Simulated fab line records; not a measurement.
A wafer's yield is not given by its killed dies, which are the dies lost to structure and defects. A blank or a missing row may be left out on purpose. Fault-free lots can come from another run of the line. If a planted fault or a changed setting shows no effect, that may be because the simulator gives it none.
Which tool is to blame? || flow nand-harc || 6 lots with 18 wafers sampled at 5 steps, on a route of 1302 steps

WHAT THE GAUGES READ, wafer by wafer
NHARC_END_SORT_01.
{"lot": "L232", "measured": "day 33 07:31", "on": "prober-02", "killed-at-array": "155 140 142"}

TOOL THAT RAN EACH LOT (tool first, then ch and the chambers of the sampled wafers, then the start)
{"lot": "L215", "NHARC_A_ONON_D1_DEP_03": "pecvd-onon-03 ch 0, day 8 13:49", "NHARC_THIN_TSV_ANNEAL_52": "rtp-anneal-02 ch 0, day 24 21:00", "NHARC_THIN_TSV_DESCUM_35": "rie-diel-13 ch 2,3, day 24 22:56", "NHARC_THIN_TSV_ETCH_36": "rie-metal-03 ch 0,1, day 24 23:19"}
{"lot": "L217", "NHARC_A_ONON_D1_DEP_03": "pecvd-onon-02 ch 0, day 9 08:33", "NHARC_THIN_TSV_ANNEAL_52": "rtp-anneal-02 ch 0, day 25 06:37", "NHARC_THIN_TSV_DESCUM_35": "rie-diel-03 ch 0,2,3, day 25 08:44", "NHARC_THIN_TSV_ETCH_36": "rie-metal-01 ch 0,1, day 25 09:06"}
{"lot": "L220", "NHARC_A_ONON_D1_DEP_03": "pecvd-onon-04 ch 0, day 10 14:13", "NHARC_THIN_TSV_ANNEAL_52": "rtp-anneal-02 ch 0, day 26 09:25", "NHARC_THIN_TSV_DESCUM_35": "rie-diel-03 ch 0,2,3, day 26 11:26", "NHARC_THIN_TSV_ETCH_36": "rie-metal-01 ch 1, day 26 12:01"}
{"lot": "L223", "NHARC_A_ONON_D1_DEP_03": "pecvd-onon-04 ch 0, day 12 04:11", "NHARC_THIN_TSV_ANNEAL_52": "rtp-anneal-01 ch 0, day 28 03:04", "NHARC_THIN_TSV_DESCUM_35": "rie-diel-13 ch 1,2, day 28 05:08", "NHARC_THIN_TSV_ETCH_36": "rie-metal-03 ch 0,1, day 28 05:31"}
{"lot": "L227", "NHARC_A_ONON_D1_DEP_03": "pecvd-onon-02 ch 0, day 13 17:01", "NHARC_THIN_TSV_ANNEAL_52": "rtp-anneal-01 ch 0, day 29 22:49", "NHARC_THIN_TSV_DESCUM_35": "rie-diel-02 ch 0,2,3, day 30 00:48", "NHARC_THIN_TSV_ETCH_36": "rie-metal-02 ch 0,1, day 30 01:11"}
{"lot": "L232", "NHARC_A_ONON_D1_DEP_03": "pecvd-onon-02 ch 0, day 15 13:57", "NHARC_THIN_TSV_ANNEAL_52": "rtp-anneal-01 ch 0, day 32 19:07", "NHARC_THIN_TSV_DESCUM_35": "rie-diel-03 ch 2,3, day 32 21:07", "NHARC_THIN_TSV_ETCH_36": "rie-metal-01 ch 0,1, day 32 21:31"}
- NHARC_A_ONON_D1_DEP_03: target thk 1000 nm.
- NHARC_THIN_TSV_ANNEAL_52: time 90 s.
- NHARC_THIN_TSV_DESCUM_35: chemistry O2, time 3 s.
- NHARC_THIN_TSV_ETCH_36: etches the open film in Cl2/BCl3, target depth 65 nm, time 18.571 s.

THE ANSWER, worked out from the rows above alone
Rule: the usual values come from the lots themselves. The widest of any qualifying gaps counts: lots, ordered by their means at a reading, are off when they make up no more than a third of the lots, leave a main group of 4 or more, and stand apart from it by 3 or more times the standard deviation of that group's means. The tables above print the reading to a certain number of digits; a main group whose means all agree to those digits is not used. Also off: a lot with no number at a reading for which 4 or more lots have one. The other lots that the step has rows for count as sound.
No lot is off at any reading shown: from this, nothing can be told.

WHAT THE SIMULATOR HAD PUT IN
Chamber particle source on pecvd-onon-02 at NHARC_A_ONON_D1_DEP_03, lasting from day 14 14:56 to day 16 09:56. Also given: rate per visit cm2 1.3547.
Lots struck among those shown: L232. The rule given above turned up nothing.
